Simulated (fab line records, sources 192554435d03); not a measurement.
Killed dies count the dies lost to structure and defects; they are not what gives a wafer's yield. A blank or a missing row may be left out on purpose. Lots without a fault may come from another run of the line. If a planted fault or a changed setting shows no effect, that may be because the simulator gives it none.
Lot-split experiment + flow n5 finfet + 7 lots, 21 wafers read, on a route of 1938 steps

THE SPLIT ITSELF
At N5_FIN_SAQP_HM_DEP_03 (deposits SiNx from SiH4/NH3/N2, target thk 38 nm, time 33.6 s), the setting time s was moved away from the recipe's 33.6 s on 10 of the 21 wafers read, by -13.2% to +13.8%. All remaining wafers had this setting at the recipe value.

FROM THE SPLIT TO THE READING: what the file shows between them, 12 steps
- N5_FIN_SAQP_THK_MEAS_05
- N5_FIN_SAQP_ETCH_65: etches SiO2 in CF4, target depth 4 nm, time 4.4 s (also split here: time s)
- N5_FIN_SAQP_MANDREL_ETCH_58: etches a-Si in HBr/Cl2, stops on SiNx, target depth 45 nm, bt time 10 s, time 27 s
- N5_FIN_SAQP_RECESS_63: chemistry HF/NH3, target SiO2, target depth 18 nm, afs cycles 3, sublimation time 60 s
- N5_FIN_SAQP_COAT_68: time 60 s, resist thk 100 nm
- N5_FIN_SAQP_SPACER2_ALD_28: deposits SiO2, target thk 8.1 nm, pulse time 1 s, purge time 2 s
- N5_FIN_SAQP_SPACER2_ETCHBACK_29: etches SiO2 in CHF3/O2, target depth 12.2 nm, time 6.1 s
- N5_FIN_SAQP_MANDREL2_REMOVE_60: chemistry HBr/Cl2/O2, target a-Si, stops on SiNx, bt time 10 s
- N5_FIN_SAQP_HM_OPEN_33: chemistry CH3F/O2, target SiNx, target depth 49.4 nm, time 70.6 s
- N5_FIN_SAQP_ETCH_34: etches SiO2 in C4F6/O2, target depth 45 nm, time 15 s
- N5_FIN_SAQP_STRIP_77: strips in N2/H2, time 90 s
- N5_FIN_SAQP_ETCH_64: etches SiO2 in CF4, target depth 1.5 nm

THE READING
SiNx_of_FIN_SAQP_HM_DEP_03.thk nm (the simulator's own value, which no gauge read), in nm, at N5_FIN_SAQP_FIN_ETCH_36 (etches the open film in HBr/Cl2/O2, target depth 120 nm, time 50.4 s). There is no usual value for it anywhere in the file. Average 21.1 nm, standard deviation 0.63 nm, over the 11 wafers here run with the recipe.

| wafer  | tool, chamber at the split | time s as run, s | against the recipe | SiNx_of_FIN_SAQP_HM_DEP_03.thk nm, nm | against lot-mates on the recipe |
|--------|----------------------------|------------------|--------------------|---------------------------------------|---------------------------------|
| L074.3 | pecvd-01, 0                | 34.86            | +3.7%              | 23.4                                  | +2.4                            |
| L074.5 | pecvd-01, 0                | 34.86            | +3.7%              | 23.4                                  | +2.4                            |
| L074.6 | pecvd-01, 1                | 33.6             | recipe             | 21                                    | -                               |
| L081.1 | pecvd-03, 0                | 33.6             | recipe             | 21.2                                  | -                               |
| L081.2 | pecvd-03, 2                | 33.6             | recipe             | 20.4                                  | -                               |
| L081.6 | pecvd-03, 2                | 29.15            | -13.2%             | 15.6                                  | -5.2                            |
| L082.2 | pecvd-01, 0                | 37.39            | +11.3%             | 25                                    | no lot-mate on the recipe       |
| L082.3 | pecvd-01, 1                | 37.39            | +11.3%             | 25                                    | no lot-mate on the recipe       |
| L082.4 | pecvd-01, 1                | 37.39            | +11.3%             | 25.8                                  | no lot-mate on the recipe       |
| L089.2 | pecvd-01, 2                | 33.6             | recipe             | 20.2                                  | -                               |
| L089.4 | pecvd-01, 0                | 33.6             | recipe             | 21.4                                  | -                               |
| L089.6 | pecvd-01, 2                | 33.6             | recipe             | 20.8                                  | -                               |
| L092.1 | pecvd-03, 0                | 33.6             | recipe             | 21.2                                  | -                               |
| L092.3 | pecvd-03, 1                | 38.24            | +13.8%             | 26.6                                  | +5.4                            |
| L092.5 | pecvd-03, 1                | 38.24            | +13.8%             | 26.4                                  | +5.2                            |
| L093.2 | pecvd-03, 2                | 33.6             | recipe             | 21.6                                  | -                               |
| L093.4 | pecvd-03, 0                | 33.6             | recipe             | 22.6                                  | -                               |
| L093.6 | pecvd-03, 2                | 36.66            | +9.1%              | 25                                    | +2.9                            |
| L096.1 | pecvd-02, 0                | 33.6             | recipe             | 20.6                                  | -                               |
| L096.5 | pecvd-02, 2                | 33.6             | recipe             | 20.8                                  | -                               |
| L096.6 | pecvd-02, 1                | 30.68            | -8.7%              | 17.2                                  | -3.5                            |

THE FIT
A straight line over all 21 wafers: SiNx_of_FIN_SAQP_HM_DEP_03.thk nm changes by +0.401 nm for each +1% of time s; r = +0.98; the points scatter about the line by 0.6 nm.
The same after taking each lot's own level away (the mean of its wafers on the recipe; 18 wafers): +0.389 nm for each +1%; r = +0.98; scatter 0.48 nm.
That fit puts the effect of the largest move of time s on the reading at 5.4 nm.
Across the lots, their own levels run from 20.70 to 22.10 nm, a range of 2.2 times the standard deviation given above.
The two slopes are in agreement: the lot-to-lot level therefore moves the slope only a little.
Check: for one of the wafers moved furthest among these (+13.8%), held out of the fit, the line's prediction against its lot-mates is +5.43 nm. Against them it came out at +5.4 nm.

FURTHER SPLITS ON THESE WAFERS
Note: prior to the reading, these wafers also went through further splits. Each is held against what the fit with the lots' levels taken away leaves over:
| other split on the same wafers  | wafers away from the commonest value | r with SiNx_of_FIN_SAQP_HM_DEP_03.thk nm (lot level and that fit taken away) |
|---------------------------------|--------------------------------------|------------------------------------------------------------------------------|
| N5_ZERO_LAYER_PECVD_02 time s   | 7                                    | -0.31                                                                        |
| N5_ZERO_LAYER_PEB_09 peb time s | as run: not given for these wafers   | -                                                                            |
| N5_FIN_SAQP_ALD_61 ald cycles   | 7                                    | -0.05                                                                        |
| N5_FIN_SAQP_ETCH_65 time s      | 8                                    | +0.09                                                                        |

THE WHOLE CHAIN: every reading that the file lists as answering this split, in the file's order
| step                           | what it does                                                                       | reading                                                                            | change (the file's fit)               | r (the file's) |
|--------------------------------|------------------------------------------------------------------------------------|------------------------------------------------------------------------------------|---------------------------------------|----------------|
| N5_FIN_SAQP_HM_DEP_03          | deposits SiNx from SiH4/NH3/N2, target thk 38 nm, time 33.6 s                      | SiNx_of_FIN_SAQP_HM_DEP_03.thk nm (the simulator's own value, which no gauge read) | +0.365 nm for each +1% of the setting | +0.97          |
| N5_FIN_SAQP_THK_MEAS_05        |                                                                                    | thk nm                                                                             | withheld for each +1% of the setting  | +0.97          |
| N5_FIN_SAQP_MANDREL_ETCH_58    | etches a-Si in HBr/Cl2, stops on SiNx, target depth 45 nm, bt time 10 s, time 27 s | SiNx_of_FIN_SAQP_HM_DEP_03.thk nm (the simulator's own value, which no gauge read) | +0.369 nm for each +1% of the setting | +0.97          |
| N5_FIN_SAQP_MANDREL2_REMOVE_60 | chemistry HBr/Cl2/O2, target a-Si, stops on SiNx, bt time 10 s                     | SiNx_of_FIN_SAQP_HM_DEP_03.thk nm (the simulator's own value, which no gauge read) | +0.375 nm for each +1% of the setting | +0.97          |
| N5_FIN_SAQP_HM_OPEN_33         | chemistry CH3F/O2, target SiNx, target depth 49.4 nm, time 70.6 s                  | etch.depth nm (the simulator's own value, which no gauge read)                     | +0.368 nm for each +1% of the setting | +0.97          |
| N5_FIN_SAQP_FIN_ETCH_36        | etches the open film in HBr/Cl2/O2, target depth 120 nm, time 50.4 s               | SiNx_of_FIN_SAQP_HM_DEP_03.thk nm (the simulator's own value, which no gauge read) | +0.386 nm for each +1% of the setting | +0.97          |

FILE'S OWN FIT
SiNx_of_FIN_SAQP_HM_DEP_03.thk nm changes by +0.386 nm for each +1% of time s, r = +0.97.
